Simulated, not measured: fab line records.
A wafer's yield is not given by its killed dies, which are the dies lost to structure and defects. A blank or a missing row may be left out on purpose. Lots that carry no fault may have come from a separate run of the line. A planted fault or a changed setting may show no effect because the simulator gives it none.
A lot that was struck, set against a sound lot    flow n5-finfet    21 steps out of a route of 1938
Sound: the wafers L896.4, L896.5, L896.6. Struck: wafer L902.3 (left out: L902.2, L902.5 of the same lot, which were not struck); the cause appears at the end.
Each step with rows lists, per side, the tool, then ch with its chambers, then its first start. Under that, the readings that differ: sound wafers    struck wafers    difference of the means    sigmas: that difference in standard deviations of wafers without a fault.
alike: words and numbers the same on both sides, and readings whose means are apart by under 2 such deviations; not compared: readings that were withheld, readings missing a value for some wafer, numbers with overlapping values and no deviation given by the record, and bounds like >300 which may hide the same value.
Wherever a step has rows on one side only, a row that says differs or no value, or a row with sigmas, the two part there. Numbers that don't overlap but have no deviation are shown without sigmas and don't part them. Lack of a reading on every wafer of one side parts them only where that side has two or more wafers.

N5_WELL_APT_CD_MEAS_08: the cd target is 200 nm.
  sound on cd-sem-01 ch 0, day 4 20:04; struck on cd-sem-02 ch 0, day 6 07:49
  alike: cd-nm
N5_WELL_APT_OVL_MEAS_09:
  sound on overlay-02 ch 0, day 4 20:05; struck on overlay-01 ch 0, day 6 07:50
  alike: NWELL_OVL
N5_WELL_APT_INSPECT_10: inspects for defects (macro).
  sound: defect-inspect-01 at day 4 20:07; struck: defect-inspect-02 at day 6 07:52
  alike: raw-defect-count
N5_WELL_APT_DESCUM_13: chemistry O2, time 7.9 s.
  sound on rie-diel-05 ch 1,2,3, day 4 20:08; struck on rie-diel-02 ch 3, day 6 08:01
reading                      sound        struck  difference  sigmas
drypump-motor-current-A (A)  6.1 5.5 5.5  6.6     +0.9        +2
  alike: oes-product-au, rf-vpp-V, showerhead-plenum-p-Torr, throttle-valve-pct
  not compared: rf-hours-counter-h
then, 8 steps without rows for these wafers: N5_WELL_APT_IMPLANT_14; N5_WELL_APT_IMPLANT_15; N5_WELL_APT_STRIP_16 (strips in SPM, time 900 s); N5_WELL_APT_HMDS_18 (time 60 s); N5_WELL_APT_COAT_19 (resist thk 950 nm); N5_WELL_APT_EBR_21; N5_WELL_APT_SOFTBAKE_20 (time 60 s); N5_WELL_APT_EXPOSE_22 (exposes mask PWELL, defocus 0 nm, target cd 200 nm).
N5_WELL_APT_PEB_23: peb time 90 s.
  sound on litho-track-03 ch 0, day 4 21:11; struck on litho-track-03 ch 0, day 6 09:05
reading                   sound              struck  difference  sigmas
heater-power-total-W (W)  172.0 172.4 172.0  180.5   +8.4        +10
  not compared: plate-temp-C
then, 2 steps without rows for these wafers: N5_WELL_APT_DEVELOP_24 (develop time 45 s); N5_WELL_APT_HARDBAKE_29 (time 120 s).
N5_WELL_APT_CD_MEAS_25: the cd target is 200 nm.
  sound on cd-sem-01 ch 0, day 4 21:19; struck on cd-sem-02 ch 0, day 6 09:12
reading     sound              struck  difference  sigmas
cd-nm (nm)  202.0 206.8 203.0  196.5   -7.4        -3
N5_WELL_APT_OVL_MEAS_26:
  sound on overlay-02 ch 0, day 4 21:20; struck on overlay-02 ch 0, day 6 09:14
  alike: PWELL_OVL
N5_WELL_APT_INSPECT_27: inspects for defects (macro).
  sound: defect-inspect-02 at day 4 21:22; struck: defect-inspect-01 at day 6 09:16
  alike: raw-defect-count
N5_WELL_APT_DESCUM_30: chemistry O2, time 7.9 s.
  sound on rie-diel-05 ch 0,2,3, day 4 21:23; struck on rie-diel-04 ch 2, day 6 09:17
reading                    sound              struck  difference  sigmas
model.WELL_APT.cd-nm (nm)  202.1 206.5 202.9  196.8   -7.0        
  alike: drypump-motor-current-A, oes-product-au, rf-vpp-V, showerhead-plenum-p-Torr, throttle-valve-pct
  not compared: rf-hours-counter-h
then, 1 step without rows for these wafers: N5_WELL_APT_IMPLANT_31.
-- here the record skips 11 days between the struck wafers' starts before and after, leaving off in module WELL_APT and picking up in module PASSIVATION (first step shown: number 1936 of the route) --
N5_PASSIVATION_PROBE_49:
  the record has rows for the struck wafers here (prober-02, day 17 03:28) and none for the sound ones

== WHERE THEY PART ==
Earliest at N5_WELL_APT_DESCUM_13; latest, in this record, at N5_PASSIVATION_PROBE_49.

WHY: what the simulator had put in
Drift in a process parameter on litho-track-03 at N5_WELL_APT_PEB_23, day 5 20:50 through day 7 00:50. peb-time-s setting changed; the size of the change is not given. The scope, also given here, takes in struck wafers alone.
